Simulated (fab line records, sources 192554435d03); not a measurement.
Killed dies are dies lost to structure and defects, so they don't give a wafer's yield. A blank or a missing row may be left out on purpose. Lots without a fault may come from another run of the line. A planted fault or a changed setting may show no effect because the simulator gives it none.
Split-lot experiment | flow n5_finfet | 7 lots, 39 wafers read, on a route of 1938 steps

THE SPLIT
At N5_PASSIVATION_PECVD_35 (deposits SiNx from SiH4/NH3/N2, target thk 700 nm, time 151.3 s), the setting time_s was moved away from the recipe's 151.3 s on 12 of the 39 wafers read, by -49.8% to +29.0%. The other wafers ran this setting at the recipe's value.

The reading is taken at the split's own step.

THE READING
SiNx_of_PASSIVATION_PECVD_35.thk_nm (the simulator's own value, which no gauge read), in nm, at N5_PASSIVATION_PECVD_35 (deposits SiNx from SiH4/NH3/N2, target thk 700 nm, time 151.3 s). The file gives no usual value for it. The 27 wafers here that ran the recipe average 706.7 nm, standard deviation 11 nm.

wafer  | tool, chamber at the split | time_s as run, s | against the recipe | SiNx_of_PASSIVATION_PECVD_35.thk_nm, nm | against lot-mates on the recipe
L076.1 | pecvd-03, 0                | 195.2            | +29.0%             | 906.4                                   | +190.9
L076.2 | pecvd-03, 1                | 195.2            | +29.0%             | 897.2                                   | +181.7
L076.3 | pecvd-03, 2                | 151.3            | recipe             | 707.2                                   | -
L076.4 | pecvd-03, 1                | 195.2            | +29.0%             | 912.2                                   | +196.7
L076.5 | pecvd-03, 2                | 151.3            | recipe             | 723.6                                   | -
L076.6 | pecvd-03, 0                | 151.3            | recipe             | 715.6                                   | -
L081.1 | pecvd-04, 0                | 151.3            | recipe             | 701.2                                   | -
L081.2 | pecvd-04, 1                | 151.3            | recipe             | 693.8                                   | -
L081.3 | pecvd-04, 2                | 151.3            | recipe             | 712.6                                   | -
L081.4 | pecvd-04, 0                | 151.3            | recipe             | 724                                     | -
L081.5 | pecvd-04, 2                | 151.3            | recipe             | 713.6                                   | -
L081.6 | pecvd-04, 1                | 151.3            | recipe             | 722.2                                   | -
L082.3 | pecvd-03, 1                | 151.3            | recipe             | 686                                     | -
L082.4 | pecvd-03, 1                | 151.3            | recipe             | 697                                     | -
L082.5 | pecvd-03, 2                | 151.3            | recipe             | 712                                     | -
L084.1 | pecvd-03, 0                | 151.3            | recipe             | 713                                     | -
L084.2 | pecvd-03, 1                | 151.3            | recipe             | 693.6                                   | -
L084.3 | pecvd-03, 1                | 151.3            | recipe             | 696.6                                   | -
L084.4 | pecvd-03, 0                | 151.3            | recipe             | 721.4                                   | -
L084.5 | pecvd-03, 0                | 151.3            | recipe             | 712.2                                   | -
L084.6 | pecvd-03, 1                | 151.3            | recipe             | 700.2                                   | -
L083.1 | pecvd-02, 1                | 94.46            | -37.6%             | 439.4                                   | -263.6
L083.2 | pecvd-02, 2                | 151.3            | recipe             | 702.4                                   | -
L083.3 | pecvd-02, 0                | 151.3            | recipe             | 701.8                                   | -
L083.4 | pecvd-02, 2                | 94.46            | -37.6%             | 452.2                                   | -250.8
L083.5 | pecvd-02, 0                | 151.3            | recipe             | 704.8                                   | -
L083.6 | pecvd-02, 1                | 94.46            | -37.6%             | 456.2                                   | -246.8
L091.1 | pecvd-03, 1                | 151.3            | recipe             | 683.2                                   | -
L091.2 | pecvd-03, 2                | 151.3            | recipe             | 716                                     | -
L091.3 | pecvd-03, 0                | 151.3            | recipe             | 693.6                                   | -
L091.4 | pecvd-03, 0                | 128.2            | -15.3%             | 597                                     | -100.6
L091.5 | pecvd-03, 2                | 128.2            | -15.3%             | 615.4                                   | -82.2
L091.6 | pecvd-03, 1                | 128.2            | -15.3%             | 591.8                                   | -105.8
L090.1 | pecvd-03, 1                | 76.02            | -49.8%             | 346.4                                   | -365.1
L090.2 | pecvd-03, 2                | 151.3            | recipe             | 703.4                                   | -
L090.3 | pecvd-03, 0                | 76.02            | -49.8%             | 352.8                                   | -358.7
L090.4 | pecvd-03, 2                | 151.3            | recipe             | 717.8                                   | -
L090.5 | pecvd-03, 0                | 151.3            | recipe             | 713.4                                   | -
L090.6 | pecvd-03, 1                | 76.02            | -49.8%             | 340.8                                   | -370.7

THE FIT
A straight line over all 39 wafers: SiNx_of_PASSIVATION_PECVD_35.thk_nm changes by +7.04 nm for each +1% of time_s; r = +1.00; the points scatter about the line by 11 nm.
The same after taking each lot's own level away (the mean of its wafers on the recipe; 39 wafers): +6.97 nm for each +1%; r = +1.00; scatter 12 nm.
On that fit, the largest move of time_s shifts the reading by 3.5e+02 nm.
The lots' own levels span 697.60 to 715.47 nm, that is 1.6 times the standard deviation above.
So the lot-to-lot level changes the slope little: the two slopes agree.
Check: with one of the wafers moved furthest among these (-49.8%) left out of the fit, the line predicts -344 nm for it against its lot-mates. It came out at -365 nm against them.

OTHER SPLITS ON THESE WAFERS
These wafers also went through other splits before the reading. Each is held against what the fit with the lots' levels taken away leaves over:
other split on the same wafers      | wafers away from the commonest value | r with SiNx_of_PASSIVATION_PECVD_35.thk_nm (lot level and that fit taken away)
N5_BEOL_M14_ILD_DEP_00 target_thk_a | 18                                   | +0.23

THE FILE'S OWN FIT
SiNx_of_PASSIVATION_PECVD_35.thk_nm changes by +6.99 nm for each +1% of time_s, r = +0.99.
